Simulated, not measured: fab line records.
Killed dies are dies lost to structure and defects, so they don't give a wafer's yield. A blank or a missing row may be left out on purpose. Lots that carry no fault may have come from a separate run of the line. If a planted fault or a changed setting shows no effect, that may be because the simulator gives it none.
fab line records    flow nandHarc
record: lots: 6  wafers: 18  lastDay: 24
route steps=1159 shown P_GATE@157 END@1159
lots untouched by any fault: they come from a run of this same line in which no faults occurred
startH: the number of hours between the record's first day and the start of the first shown wafer of the lot    waitH: hours from the lot's prior step to this one    " identical to the entry in the row above    L1.1+2: a row that stands for several wafers    - no value present, or no start provided    * or withheld: withheld    < > ~ a bound
route shown NAME@n: NAME is a module with steps in the file, n the number in the route of the first one    usual: mean/standard deviation of fault-free wafers    same: alike in all rows    chamber/n: place in a boat    sites: the reading at each site    _std_site: the standard deviation of these    _edge_site: outer sites' mean less inner sites'    radiusMm: how far each site lies from the wafer's centre    mask NAME#n: copy n    behind: the tool/chamber that last shaped the wafer    hold: the reason the lot was held/the length of the hold in hours/how it ended    device: the transistor (n, p or np) that didn't switch    end of line: at the end of the route, the tests of the same wafers    a step with no rows: only its recipe    killed: count of dies lost to structure and defects at first sort (not the wafer's yield)    map: a wafer's dies, marking killed ones x, the rest . and places with no die _
set.NAME: the setting as run; set.NAME@STEP: as run at that earlier step    model.NAME: the simulator's own value behind a step, which no gauge read
lots at some steps of the route; a table a step, a row a wafer
services: when a tool's chamber went out of use (startH, in hours from the record's first day, below 0 if earlier), for how many hours, and the reason
== steps ==
step: NHARC_P_GATE_STRIP_101
recipe: timeS: 20  o2FlowSccm: 500  arFlowSccm: 0  biasW: 0  chemistry: O2
usual: drypumpMotorCurrentA: 5.7/0.38  oesProductAu: 0.998/0.0071  rfVppV: 57.9/0.9  showerheadPlenumPTorr: 3.61/0.14  throttleValvePct: 17.036/0.0094
lot.wafer  tool        chamber  startH  waitH  drypumpMotorCurrentA  oesProductAu  rfHoursCounterH  rfVppV  showerheadPlenumPTorr  throttleValvePct
L110.3     rieDiel-03  3        118.06  0.1    6.4                   0.997         14               57.0    3.66                   17.040
L110.2     "           1        "       "      5.6                   0.988         13               58.2    3.77                   17.034
L110.5     "           0        "       "      5.4                   0.995         -                57.9    3.35                   17.037
L115.2     rieDiel-03  0        141.55  0.1    5.4                   0.999         17               58.1    3.35                   17.048
L115.1     "           1        "       "      5.6                   1.000         17               58.7    3.77                   17.035
L115.5     "           0        "       "      5.4                   0.999         -                57.3    3.35                   17.050
L118.2     rieDiel-04  3        159.83  0.1    6.2                   1.001         15               59.6    3.59                   17.039
L118.3     "           0        "       "      5.9                   1.007         15               58.8    3.64                   17.058
L118.6     "           2        "       "      5.6                   1.006         -                57.5    3.47                   17.035
L126.1     rieDiel-03  3        212.21  0.1    6.4                   0.979         27               58.7    3.66                   17.030
L126.4     "           0        "       "      5.4                   1.004         30               55.9    3.35                   17.033
L126.5     "           2        "       "      5.4                   0.983         -                58.4    3.66                   17.041
L128.3     rieDiel-11  1        219.91  0.1    5.5                   1.004         6                59.1    3.62                   17.046
L128.2     "           0        "       "      5.3                   1.013         6                57.6    3.53                   17.022
L128.5     "           2        "       "      6.1                   1.001         -                58.0    3.77                   17.027
L129.1     rieDiel-04  1        224.43  0.1    5.0                   1.003         42               57.2    3.50                   17.029
L129.3     "           0        "       "      6.0                   1.014         44               56.7    3.62                   17.031
L129.5     "           1        "       "      5.0                   1.009         -                56.8    3.50                   17.051
step: NHARC_P_GATE_PRECLEAN_97
recipe: timeS: 600  tempC: 120  chemistry: SPM
step: NHARC_P_GATE_SRD_98
step: NHARC_P_GATE_PRECLEAN_99
recipe: timeS: *  tempC: 50  bathAgeMin: 0  chemistry: SC1
step: NHARC_P_GATE_SRD_100
step: NHARC_P_GATE_DEHYDRATE_38
recipe: tempC: 150  timeS: 120
step: NHARC_P_GATE_HMDS_39
recipe: timeS: 30
step: NHARC_P_GATE_COAT_40
recipe: spinRpm: 3000
step: NHARC_P_GATE_SOFTBAKE_41
recipe: tempC: 122  timeS: 95
step: NHARC_P_GATE_EBR_42
step: NHARC_P_GATE_EXPOSE_43
recipe: na: 0.6  targetCdNm: 720  doseMj: 14.81  maskId: P_NSD
step: NHARC_P_GATE_PEB_44
recipe: pebTempC: 118  pebTimeS: 85
step: NHARC_P_GATE_DEVELOP_45
recipe: timeS: 70
lot.wafer   tool           chamber  startH  waitH
L110.2+3+5  lithoTrack-02  0        118     -
L115.1+2+5  lithoTrack-07  0        142     -
L118.2+3+6  lithoTrack-07  0        160     -
L126.1+4+5  lithoTrack-02  0        213     -
L128.2+3+5  lithoTrack-02  0        220     -
L129.1+3+5  lithoTrack-07  0        225     -
step: NHARC_P_GATE_HARDBAKE_47
recipe: tempC: 125  timeS: 80
step: NHARC_P_GATE_DESCUM_48
recipe: timeS: 3  o2FlowSccm: 200  arFlowSccm: 0  biasPowerW: 0  chemistry: O2
usual: drypumpMotorCurrentA: 5.6/0.38  oesProductAu: 0.997/0.0077  rfVppV: 58.0/0.79  showerheadPlenumPTorr: 1.96/0.077  throttleValvePct: 11.311/0.009
lot.wafer  tool        chamber  startH  waitH  drypumpMotorCurrentA  oesProductAu  rfHoursCounterH  rfVppV  showerheadPlenumPTorr  throttleValvePct  model.P_GATE.cdNm
L110.2     rieDiel-03  0        119.14  -      5.4                   1.001         13               57.4    1.81                   11.307            116.4
L110.3     "           1        "       "      5.5                   0.997         13               57.2    2.05                   11.303            718.4
L110.5     "           0        "       "      5.4                   0.989         -                57.8    1.81                   11.318            719
L115.2     rieDiel-03  0        142.70  -      5.4                   0.994         17               56.9    1.81                   11.297            118
L115.1     "           1        "       "      5.5                   1.001         17               58.0    2.05                   11.311            121.1
L115.5     "           3        "       "      6.4                   0.996         -                58.1    1.99                   11.309            121.5
L118.2     rieDiel-11  0        160.93  -      5.3                   1.002         45               57.6    1.92                   11.323            121.2
L118.3     "           2        "       "      6.1                   1.008         39               58.1    2.06                   11.307            120.5
L118.6     "           3        "       "      5.9                   1.001         -                57.8    1.98                   11.309            121.6
L126.4     rieDiel-11  2        213.40  -      6.0                   1.009         4                59.2    2.06                   11.308            719.5
L126.1     "           0        "       "      5.3                   1.006         5                58.2    1.92                   11.309            721.9
L126.5     "           1        "       "      5.5                   1.008         -                57.1    1.96                   11.319            719.2
L128.2     rieDiel-04  3        221.00  -      6.2                   1.011         43               58.3    1.94                   11.289            720.8
L128.3     "           0        "       "      6.0                   1.008         43               58.3    1.97                   11.311            719.6
L128.5     "           2        "       "      5.6                   0.990         -                56.6    1.87                   11.305            719.8
L129.3     rieDiel-04  0        225.39  -      5.9                   1.020         44               58.4    1.97                   11.310            719.4
L129.1     "           3        "       "      6.2                   1.007         44               59.4    1.94                   11.306            720.6
L129.5     "           0        "       "      6.0                   1.013         -                58.3    1.97                   11.317            719.4
step: NHARC_P_GATE_IMPLANT_49
recipe: energyKev: 30  doseCm2: 3e+15  tiltDeg: 7
step: NHARC_P_GATE_STRIP_111
recipe: powerW: 1500  tempC: 110  timeS: 250  chemistry: N2/H2
usual: drypumpMotorCurrentA: 6.0/0.31  heaterPowerW: 84.3/2.6  tempC: 109.98/0.13
lot.wafer  tool            chamber  startH  waitH  drypumpMotorCurrentA  heaterPowerW  rfHoursCounterH  tempC
L110.2     plasmaAsher-01  0        119.56  0.2    5.8                   88.5          3                109.98
L110.3     "               1        "       "      5.8                   85.7          -                109.78
L110.5     "               1        "       "      5.8                   85.8          -                109.96
L115.2     plasmaAsher-01  1        143.25  0.3    5.8                   84.4          11               109.87
L115.1     "               0        "       "      5.9                   87.3          11               110.01
L115.5     "               1        "       "      5.9                   85.2          -                109.90
L118.2     plasmaAsher-02  0        161.28  0.2    6.0                   84.5          50               109.94
L118.3     "               1        "       "      6.6                   82.2          -                110.17
L118.6     "               1        "       "      6.6                   82.3          -                109.94
L126.1     plasmaAsher-02  0        213.81  0.2    6.0                   81.8          6                110.06
L126.4     "               0        "       "      6.0                   81.2          -                109.85
L126.5     "               0        "       "      6.0                   79.5          -                109.78
L128.2     plasmaAsher-02  0        221.36  0.2    6.0                   78.2          9                110.06
L128.3     "               0        "       "      6.0                   82.1          -                109.91
L128.5     "               1        "       "      6.6                   80.6          -                109.98
L129.1     plasmaAsher-01  1        225.81  0.2    5.8                   86.0          41               110.25
L129.3     "               1        "       "      5.8                   86.8          -                110.06
L129.5     "               1        "       "      5.8                   86.7          -                110.11
step: NHARC_P_GATE_STRIP_75
recipe: powerW: 1500  tempC: 250  chemistry: O2
step: NHARC_P_GATE_STRIP_50
recipe: timeS: 900  tempC: 130  chemistry: SPM
step: NHARC_P_GATE_DEHYDRATE_51
recipe: tempC: 150  timeS: 120
step: NHARC_P_GATE_HMDS_52
recipe: timeS: 30
step: NHARC_P_GATE_COAT_53
recipe: spinRpm: 3000
step: NHARC_P_GATE_SOFTBAKE_54
recipe: tempC: 122  timeS: 95
step: NHARC_P_GATE_EBR_55
step: NHARC_P_GATE_EXPOSE_56
recipe: na: 0.6  targetCdNm: 720  doseMj: 14.81  maskId: P_PSD
step: NHARC_P_GATE_PEB_57
recipe: pebTempC: 118  pebTimeS: 85
step: NHARC_P_GATE_DEVELOP_58
recipe: timeS: 70
step: NHARC_P_GATE_HARDBAKE_60
recipe: tempC: 125  timeS: 80
step: NHARC_P_GATE_DESCUM_61
recipe: timeS: 3  o2FlowSccm: 200  arFlowSccm: 0  biasPowerW: 0  chemistry: O2
usual: drypumpMotorCurrentA: 5.7/0.39  oesProductAu: 0.999/0.0077  rfVppV: 57.9/0.95  showerheadPlenumPTorr: 1.95/0.074  throttleValvePct: 11.312/0.0083
lot.wafer  tool        chamber  startH  waitH  drypumpMotorCurrentA  oesProductAu  rfHoursCounterH  rfVppV  showerheadPlenumPTorr  throttleValvePct
L110.3     rieDiel-03  1        121.01  -      5.5                   0.991         14               56.5    2.05                   11.317
L110.2     "           2        "       "      5.4                   0.987         14               57.5    2.00                   11.321
L110.5     "           0        "       "      5.4                   0.996         -                57.6    1.81                   11.309
L115.2     rieDiel-11  1        144.63  -      5.5                   1.007         38               56.9    1.97                   11.321
L115.1     "           2        "       "      6.1                   1.004         34               57.9    2.07                   11.306
L115.5     "           2        "       "      6.1                   1.003         -                59.3    2.07                   11.306
L118.3     rieDiel-04  3        162.68  -      6.2                   0.995         17               58.0    1.95                   11.323
L118.2     "           0        "       "      5.9                   0.999         16               58.1    1.98                   11.318
L118.6     "           2        "       "      5.6                   0.992         -                57.5    1.88                   11.307
L126.4     rieDiel-04  1        215.16  -      5.0                   1.000         40               58.0    1.90                   11.316
L126.1     "           3        "       "      6.2                   0.992         41               55.9    1.94                   11.309
L126.5     "           1        "       "      5.0                   1.009         -                58.5    1.90                   11.318
L128.3     rieDiel-04  0        222.76  -      5.9                   1.011         43               58.6    1.97                   11.308
L128.2     "           3        "       "      6.2                   1.003         44               57.2    1.94                   11.318
L128.5     "           1        "       "      5.0                   1.005         -                57.5    1.90                   11.328
L129.3     rieDiel-04  3        227.16  -      6.2                   1.008         44               58.0    1.94                   11.305
L129.1     "           1        "       "      5.0                   1.011         43               58.2    1.90                   11.304
L129.5     "           3        "       "      6.2                   1.003         -                57.9    1.94                   11.317
step: NHARC_P_GATE_IMPLANT_62
recipe: energyKev: 20  doseCm2: 3e+15  tiltDeg: 7
step: NHARC_P_GATE_STRIP_112
recipe: powerW: 1500  tempC: 110  timeS: 200  chemistry: N2/H2
usual: drypumpMotorCurrentA: 6.1/0.33  heaterPowerW: 83.7/2.7  tempC: 109.98/0.14
lot.wafer  tool            chamber  startH  waitH  drypumpMotorCurrentA  heaterPowerW  rfHoursCounterH  tempC
L110.2     plasmaAsher-02  1        121.40  0.2    6.6                   81.1          37               110.07
L110.3     "               0        "       "      6.0                   82.8          -                109.89
L110.5     "               0        "       "      6.0                   85.7          -                109.87
L115.2     plasmaAsher-01  1        145.00  0.2    5.9                   86.3          12               109.93
L115.1     "               0        "       "      5.8                   88.5          12               109.77
L115.5     "               1        "       "      5.9                   88.6          -                109.84
L118.2     plasmaAsher-02  0        163.08  0.2    6.0                   82.8          51               109.85
L118.3     "               1        "       "      6.6                   84.5          -                109.95
L118.6     "               0        "       "      6.0                   85.4          -                109.83
L126.1     plasmaAsher-01  0        215.53  0.2    5.8                   88.3          37               110.05
L126.4     "               0        "       "      5.8                   84.2          -                110.11
L126.5     "               1        "       "      5.8                   85.8          -                109.79
L128.2     plasmaAsher-02  1        223.18  0.2    6.6                   79.0          10               110.02
L128.3     "               1        "       "      6.6                   83.1          -                109.94
L128.5     "               0        "       "      6.0                   80.6          -                110.16
L129.1     plasmaAsher-02  0        227.57  0.2    6.0                   81.0          12               110.00
L129.3     "               0        "       "      6.0                   80.8          -                110.05
L129.5     "               0        "       "      6.0                   83.0          -                109.90
step: NHARC_P_GATE_STRIP_76
recipe: powerW: 1500  tempC: 250  chemistry: O2
usual: drypumpMotorCurrentA: 6.1/0.33  heaterPowerW: 312/11  tempC: 250.01/0.16
lot.wafer  tool            chamber  startH  waitH  drypumpMotorCurrentA  heaterPowerW  rfHoursCounterH  tempC
L110.2     plasmaAsher-02  1        121.63  0.2    6.7                   305           37               250.10
L110.3     "               0        "       "      6.0                   316           -                249.91
L110.5     "               0        "       "      6.0                   302           -                249.75
L115.2     plasmaAsher-01  1        145.27  0.2    5.8                   318           12               249.76
L115.1     "               0        "       "      5.8                   323           12               250.03
L115.5     "               1        "       "      5.8                   312           -                249.68
L118.2     plasmaAsher-02  0        163.31  0.2    6.0                   303           51               250.00
L118.3     "               1        "       "      6.7                   299           -                249.94
L118.6     "               0        "       "      6.0                   312           -                249.80
L126.1     plasmaAsher-01  0        215.79  0.2    5.9                   323           38               249.91
L126.4     "               0        "       "      5.9                   323           -                249.94
L126.5     "               1        "       "      5.9                   318           -                249.97
L128.2     plasmaAsher-02  1        223.41  0.2    6.6                   306           10               250.12
L128.3     "               1        "       "      6.6                   292           -                249.96
L128.5     "               0        "       "      6.0                   290           -                249.98
L129.1     plasmaAsher-02  0        227.80  0.2    6.0                   299           12               249.85
L129.3     "               0        "       "      6.0                   301           -                249.87
L129.5     "               0        "       "      5.9                   302           -                249.86
step: NHARC_P_GATE_STRIP_63
recipe: timeS: 900  tempC: 130  chemistry: SPM
step: NHARC_P_GATE_DEHYDRATE_83
recipe: tempC: 150  timeS: 120
step: NHARC_P_GATE_HMDS_84
recipe: timeS: 30
step: NHARC_P_GATE_COAT_85
recipe: spinRpm: 3000
step: NHARC_P_GATE_SOFTBAKE_86
recipe: tempC: 122  timeS: 95
step: NHARC_P_GATE_EBR_87
step: NHARC_P_GATE_EXPOSE_88
recipe: na: 0.6  targetCdNm: 2000  doseMj: 11.87  maskId: P_HVN
step: NHARC_P_GATE_PEB_89
recipe: pebTempC: 118  pebTimeS: 85
step: NHARC_P_GATE_DESCUM_93
recipe: timeS: 3  o2FlowSccm: 200  arFlowSccm: 0  biasPowerW: 0  chemistry: O2
usual: drypumpMotorCurrentA: 5.7/0.37  oesProductAu: 0.999/0.0077  rfVppV: 57.9/0.88  showerheadPlenumPTorr: 1.96/0.072  throttleValvePct: 11.312/0.0094
lot.wafer  tool        chamber  startH  waitH  drypumpMotorCurrentA  oesProductAu  rfHoursCounterH  rfVppV  showerheadPlenumPTorr  throttleValvePct  model.P_GATE.cdNm
L110.3     rieDiel-11  0        122.57  -      5.3                   1.005         31               57.3    1.93                   11.321            2001
L110.2     "           1        "       "      5.5                   1.005         34               56.5    1.97                   11.295            2000
L110.5     "           1        "       "      5.5                   0.994         -                58.1    1.97                   11.304            2000
L115.1     rieDiel-03  0        146.37  -      5.4                   1.001         18               57.2    1.81                   11.318            121.1
L115.2     "           1        "       "      5.5                   0.998         18               58.3    2.05                   11.327            118
L115.5     "           2        "       "      5.4                   1.000         -                57.0    2.00                   11.322            121.5
L118.2     rieDiel-03  0        164.40  -      5.4                   0.992         21               57.3    1.81                   11.322            121.2
L118.3     "           1        "       "      5.5                   0.995         21               59.4    2.05                   11.322            120.5
L118.6     "           2        "       "      5.4                   0.990         -                57.2    1.99                   11.309            121.6
L126.4     rieDiel-04  2        216.89  -      5.6                   1.005         33               55.9    1.87                   11.310            2001
L126.1     "           3        "       "      6.2                   1.006         42               58.3    1.94                   11.318            1999
L126.5     "           2        "       "      5.6                   0.997         -                56.9    1.87                   11.305            1998
L128.2     rieDiel-04  2        224.50  -      5.6                   1.004         35               56.8    1.87                   11.305            1999
L128.3     "           0        "       "      5.9                   1.005         44               59.3    1.97                   11.305            2001
L128.5     "           2        "       "      5.6                   0.992         -                56.8    1.87                   11.309            1999
L129.1     rieDiel-11  2        228.86  -      6.0                   1.007         8                58.7    2.06                   11.313            2002
L129.3     "           0        "       "      5.3                   1.009         9                57.1    1.91                   11.322            2002
L129.5     "           2        "       "      6.0                   1.012         -                58.4    2.06                   11.324            2001
step: NHARC_END_SORT_01
recipe: tempC: 25
usual: killedAtArray: 25/9.8  killedAtOther: 0.8/1.1  killedAtPeriphery: 3.3/2.1  killedDies: 29/10  killedOpen: 3.3/1.8  killedShort: 1.9/1.4
same: grossDies: 677
lot.wafer  tool       chamber  startH  waitH  killedAtArray  killedAtOther  killedAtPeriphery  killedDies  killedOpen  killedShort
L110.2     prober-02  0        473.31  2.8    35             1              6                  42          6           0
L110.3     prober-02  0        474.11  3.1    18             2              8                  28          4           2
L110.5     prober-02  0        475.70  3.7    23             0              2                  25          5           2
L115.1     prober-01  0        483.54  2.5    25             0              652                677         3           4
L115.2     prober-01  0        484.33  2.8    16             1              660                677         1           2
L115.5     prober-01  0        486.72  3.7    11             0              666                677         3           2
L118.2     prober-02  0        502.85  2.8    22             1              654                677         6           1
L118.3     prober-02  0        503.65  3.1    23             1              653                677         2           4
L118.6     prober-02  0        506.05  4.0    23             2              652                677         3           7
L129.1     prober-02  0        556.01  2.5    29             0              7                  36          2           0
L129.3     prober-02  0        557.62  3.1    39             2              2                  43          6           3
L129.5     prober-02  0        559.22  3.7    33             0              5                  38          6           2
L126.1     prober-02  0        565.23  2.5    34             0              2                  36          1           2
L126.4     prober-02  0        567.64  3.4    45             1              0                  46          4           0
L126.5     prober-02  0        568.44  3.7    46             0              2                  48          5           1
L128.2     prober-02  0        573.83  2.8    37             0              6                  43          2           2
L128.3     prober-02  0        574.62  3.1    48             0              6                  54          5           1
L128.5     prober-02  0        576.20  3.6    47             2              6                  55          7           2
killed by level:class
L110.2 A_SLIT:chamberFilmFlake=13 A_STAIRCASE:chamberFilmFlake=6 A_M1:chamberFilmFlake=5 A_CHANNEL_HOLE_D1:chamberFilmFlake=3 A_CONTACT:chamberFilmFlake=3 P_M2:geometricParticle:open=2 P_M0:chamberFilmFlake=2 A_CHANNEL_FILL_D1:chamberFilmFlake=2
L110.3 A_SLIT:chamberFilmFlake=7 P_M0:chamberFilmFlake=4 A_M1:chamberFilmFlake=4 A_CHANNEL_HOLE_D1:chamberFilmFlake=2 A_WL_FILL:chamberFilmFlake=2 P_ZERO_WELL:geometricParticle:open=1 P_CONTACT:geometricParticle:short=1 P_M0:geometricParticle:open=1
L110.5 A_SLIT:chamberFilmFlake=9 A_WL_FILL:geometricParticle:open=2 A_M0:geometricParticle:open=2 A_STAIRCASE:chamberFilmFlake=2 A_CONTACT:chamberFilmFlake=2 A_M1:chamberFilmFlake=2 P_GATE:geometricParticle:short=1 A_ONON_D1:geometricParticle:open=1
L115.1 P_GATE:areaDevelop=649 A_CHANNEL_HOLE_D1:chamberFilmFlake=11 A_STAIRCASE:chamberFilmFlake=4 A_WL_FILL:geometricParticle:short=2 P_STI:chamberFilmFlake=2 A_CHANNEL_FILL_D1:geometricParticle:open=1 A_CONTACT:geometricParticle:open=1 A_M0:geometricParticle:open=1
L115.2 P_GATE:areaDevelop=657 A_CHANNEL_HOLE_D1:chamberFilmFlake=5 A_CONTACT:chamberFilmFlake=4 A_STAIRCASE:chamberFilmFlake=3 P_M0:geometricParticle:short=1 A_ONON_D1:geometricParticle:open=1 A_CONTACT:geometricParticle:short=1 P_ZERO_WELL:chamberFilmFlake=1
L115.5 P_GATE:areaDevelop=663 A_CHANNEL_HOLE_D1:chamberFilmFlake=4 P_ZERO_WELL:chamberFilmFlake=2 A_SLIT:geometricParticle:short=1 A_WL_FILL:geometricParticle:open=1 A_CONTACT:geometricParticle:open=1 A_CONTACT:geometricParticle:short=1 A_M0:geometricParticle:open=1
L118.2 P_GATE:areaDevelop=650 A_CHANNEL_HOLE_D1:chamberFilmFlake=8 A_STAIRCASE:chamberFilmFlake=4 A_CONTACT:geometricParticle:open=2 P_ZERO_WELL:chamberFilmFlake=2 A_SGD_CUT:chamberFilmFlake=2 A_CONTACT:chamberFilmFlake=2 P_M0:geometricParticle:short=1
L118.3 P_GATE:areaDevelop=648 A_STAIRCASE:chamberFilmFlake=8 A_CHANNEL_HOLE_D1:chamberFilmFlake=5 A_CONTACT:chamberFilmFlake=3 P_ZERO_WELL:chamberFilmFlake=2 P_GATE:chamberFilmFlake=2 P_STI:geometricParticle:short=1 A_SOURCE_PLATE:geometricParticle:short=1
L118.6 P_GATE:areaDevelop=646 A_CONTACT:chamberFilmFlake=5 A_SGD_CUT:chamberFilmFlake=4 A_STAIRCASE:chamberFilmFlake=3 A_CHANNEL_FILL_D1:geometricParticle:open=2 P_CONTACT:chamberFilmFlake=2 A_CHANNEL_HOLE_D1:chamberFilmFlake=2 THIN_TSV:chamberFilmFlake=2
L129.1 A_SLIT:chamberFilmFlake=16 A_CHANNEL_HOLE_D1:chamberFilmFlake=5 A_STAIRCASE:chamberFilmFlake=5 P_GATE:chamberFilmFlake=4 A_WL_FILL:chamberFilmFlake=2 P_GATE:geometricParticle:open=1 P_CONTACT:geometricParticle:open=1 P_ZERO_WELL:chamberFilmFlake=1
L129.3 A_SLIT:chamberFilmFlake=11 A_CHANNEL_HOLE_D1:chamberFilmFlake=10 A_CONTACT:chamberFilmFlake=7 A_CONTACT:geometricParticle:open=5 A_STAIRCASE:chamberFilmFlake=3 P_M0:geometricParticle:short=2 THIN_TSV:chamberFilmFlake=2 A_ONON_D1:geometricParticle:open=1
L129.5 A_CHANNEL_HOLE_D1:chamberFilmFlake=10 A_SLIT:chamberFilmFlake=10 A_STAIRCASE:chamberFilmFlake=4 A_CONTACT:chamberFilmFlake=4 P_M0:geometricParticle:open=2 P_STI:geometricParticle:open=1 P_CONTACT:geometricParticle:open=1 P_M0:geometricParticle:short=1
L126.1 A_CHANNEL_HOLE_D1:chamberFilmFlake=16 A_SLIT:chamberFilmFlake=9 A_CONTACT:chamberFilmFlake=5 P_CONTACT:geometricParticle:short=1 A_CHANNEL_FILL_D1:geometricParticle:short=1 A_CONTACT:geometricParticle:open=1 P_STI:chamberFilmFlake=1 A_STAIRCASE:chamberFilmFlake=1
L126.4 A_SLIT:chamberFilmFlake=18 A_CHANNEL_HOLE_D1:chamberFilmFlake=13 A_STAIRCASE:chamberFilmFlake=5 A_CONTACT:chamberFilmFlake=4 A_WL_FILL:geometricParticle:open=2 A_CHANNEL_FILL_D1:geometricParticle:open=1 A_BLC:geometricParticle:open=1 A_BLC:chamberFilmFlake=1
L126.5 A_SLIT:chamberFilmFlake=21 A_CHANNEL_HOLE_D1:chamberFilmFlake=15 A_STAIRCASE:chamberFilmFlake=3 A_CONTACT:chamberFilmFlake=2 P_CONTACT:geometricParticle:open=1 P_M0:geometricParticle:open=1 A_CHANNEL_FILL_D1:geometricParticle:open=1 A_SGD_CUT:geometricParticle:open=1
L128.2 A_SLIT:chamberFilmFlake=17 A_CHANNEL_HOLE_D1:chamberFilmFlake=12 P_GATE:chamberFilmFlake=2 P_M1:chamberFilmFlake=2 A_CHANNEL_FILL_D1:chamberFilmFlake=2 A_SOURCE_PLATE:geometricParticle:short=1 A_STAIRCASE:geometricParticle:short=1 A_CONTACT:geometricParticle:open=1
L128.3 A_CHANNEL_HOLE_D1:chamberFilmFlake=25 A_SLIT:chamberFilmFlake=8 A_WL_FILL:chamberFilmFlake=5 A_BLC:chamberFilmFlake=3 P_M1:chamberFilmFlake=2 A_CONTACT:chamberFilmFlake=2 P_GATE:geometricParticle:open=1 P_M0:geometricParticle:open=1
L128.5 A_CHANNEL_HOLE_D1:chamberFilmFlake=22 A_SLIT:chamberFilmFlake=14 P_M1:chamberFilmFlake=4 A_WL_FILL:chamberFilmFlake=2 A_BLC:chamberFilmFlake=2 P_CONTACT:geometricParticle:open=1 A_SOURCE_PLATE:geometricParticle:open=1 A_ONON_D1:geometricParticle:open=1
map L115.1 (x killed, . not)
____________x____________
_________xxxxxxx_________
_______xxxxxxxxxxx_______
______xxxxxxxxxxxxx______
_____xxxxxxxxxxxxxxx_____
____xxxxxxxxxxxxxxxxx____
____xxxxxxxxxxxxxxxxx____
___xxxxxxxxxxxxxxxxxxx___
___xxxxxxxxxxxxxxxxxxx___
__xxxxxxxxxxxxxxxxxxxxx__
__xxxxxxxxxxxxxxxxxxxxx__
_xxxxxxxxxxxxxxxxxxxxxxx_
_xxxxxxxxxxxxxxxxxxxxxxx_
_xxxxxxxxxxxxxxxxxxxxxxx_
_xxxxxxxxxxxxxxxxxxxxxxx_
_xxxxxxxxxxxxxxxxxxxxxxx_
xxxxxxxxxxxxxxxxxxxxxxxxx
xxxxxxxxxxxxxxxxxxxxxxxxx
xxxxxxxxxxxxxxxxxxxxxxxxx
xxxxxxxxxxxxxxxxxxxxxxxxx
xxxxxxxxxxxxxxxxxxxxxxxxx
_xxxxxxxxxxxxxxxxxxxxxxx_
_xxxxxxxxxxxxxxxxxxxxxxx_
_xxxxxxxxxxxxxxxxxxxxxxx_
_xxxxxxxxxxxxxxxxxxxxxxx_
_xxxxxxxxxxxxxxxxxxxxxxx_
__xxxxxxxxxxxxxxxxxxxxx__
__xxxxxxxxxxxxxxxxxxxxx__
___xxxxxxxxxxxxxxxxxxx___
___xxxxxxxxxxxxxxxxxxx___
____xxxxxxxxxxxxxxxxx____
____xxxxxxxxxxxxxxxxx____
_____xxxxxxxxxxxxxxx_____
______xxxxxxxxxxxxx______
_______xxxxxxxxxxx_______
_________xxxxxxx_________
____________x____________
map L118.2 (x killed, . not)
____________x____________
_________xxxxxxx_________
_______xxxxxxxxxxx_______
______xxxxxxxxxxxxx______
_____xxxxxxxxxxxxxxx_____
____xxxxxxxxxxxxxxxxx____
____xxxxxxxxxxxxxxxxx____
___xxxxxxxxxxxxxxxxxxx___
___xxxxxxxxxxxxxxxxxxx___
__xxxxxxxxxxxxxxxxxxxxx__
__xxxxxxxxxxxxxxxxxxxxx__
_xxxxxxxxxxxxxxxxxxxxxxx_
_xxxxxxxxxxxxxxxxxxxxxxx_
_xxxxxxxxxxxxxxxxxxxxxxx_
_xxxxxxxxxxxxxxxxxxxxxxx_
_xxxxxxxxxxxxxxxxxxxxxxx_
xxxxxxxxxxxxxxxxxxxxxxxxx
xxxxxxxxxxxxxxxxxxxxxxxxx
xxxxxxxxxxxxxxxxxxxxxxxxx
xxxxxxxxxxxxxxxxxxxxxxxxx
xxxxxxxxxxxxxxxxxxxxxxxxx
_xxxxxxxxxxxxxxxxxxxxxxx_
_xxxxxxxxxxxxxxxxxxxxxxx_
_xxxxxxxxxxxxxxxxxxxxxxx_
_xxxxxxxxxxxxxxxxxxxxxxx_
_xxxxxxxxxxxxxxxxxxxxxxx_
__xxxxxxxxxxxxxxxxxxxxx__
__xxxxxxxxxxxxxxxxxxxxx__
___xxxxxxxxxxxxxxxxxxx___
___xxxxxxxxxxxxxxxxxxx___
____xxxxxxxxxxxxxxxxx____
____xxxxxxxxxxxxxxxxx____
_____xxxxxxxxxxxxxxx_____
______xxxxxxxxxxxxx______
_______xxxxxxxxxxx_______
_________xxxxxxx_________
____________x____________
== services ==
tool            chamber  startH  hours  kind
rieDiel-03      -        94.39   0.5    repair
plasmaAsher-01  -        99.00   9.0    pm
rieDiel-04      -        112.04  9.0    pm
rieDiel-04      0        112.04  9.0    ventCycle
rieDiel-04      1        112.04  9.0    ventCycle
rieDiel-04      2        112.04  9.0    ventCycle
rieDiel-04      3        112.04  9.0    ventCycle
rieDiel-04      0        121.04  -      clean
rieDiel-04      1        121.04  -      clean
rieDiel-04      2        121.04  -      clean
rieDiel-04      2        121.04  -      consumableReplace:focusRing
rieDiel-04      3        121.04  -      clean
rieDiel-11      1        139.63  2.1    repair
lithoTrack-02   -        165.00  7.0    pm
rieDiel-03      -        166.74  1.7    repair
plasmaAsher-02  -        183.25  9.0    pm
plasmaAsher-02  0        183.25  9.0    ventCycle
plasmaAsher-02  1        183.25  9.0    ventCycle
lithoTrack-07   -        189.00  7.0    pm
rieDiel-11      -        189.59  9.0    pm
plasmaAsher-02  0        192.25  -      clean
plasmaAsher-02  1        192.25  -      clean
rieDiel-04      2        196.01  14.9   repair
rieDiel-03      -        215.33  9.0    pm
== key ==
firstSign: step: NHARC_END_SORT_01  reading: killedAtPeriphery  direction: up  sigmas: 99+  usual: 3.3  struck: 656.2
effect: step: NHARC_END_SORT_01  reading: killedDies  direction: up  sigmas: 62  usual: 29  struck: 677
modelEffect: step: NHARC_P_GATE_DESCUM_48  value: P_GATE.cdNm  without: 720.9  struck: 120.7
modelEffect: step: NHARC_P_GATE_DESCUM_93  value: P_GATE.cdNm  without: 2000  struck: 120.7
moreKillsBornAt: NHARC_P_GATE_DEVELOP_45@lithoTrack-07: 3913
metAt NHARC_P_GATE_DEVELOP_45
struckWafers L115.1,L115.2,L115.5,L118.2,L118.3,L118.6
laterRowsLeftOut L115.1,L115.2,L115.5,L118.2,L118.3,L118.6
testerLeftOut L115,L118
alsoFits NHARC_P_GATE_DESCUM_93:rieDiel-03
fault: kind: processParameterDrift  tool: lithoTrack-07  chamber: -  onsetH: 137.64  steps: NHARC_P_GATE_DEVELOP_45  channel: timeS  offset: *  shape: step  endH: 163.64  actsIn: *  stated: *
testerLeftOut: of these lots the tester's yield and bins aren't shown, on N5 and GAA mostly nor the transistor test; their killed dies are dies lost to structure and defects alone, not to doping, threshold or leakage, so they don't give the yield
laterRowsLeftOut: the simulator's readings of these wafers behind a module that went badly wrong aren't trusted and aren't shown, but for the sort
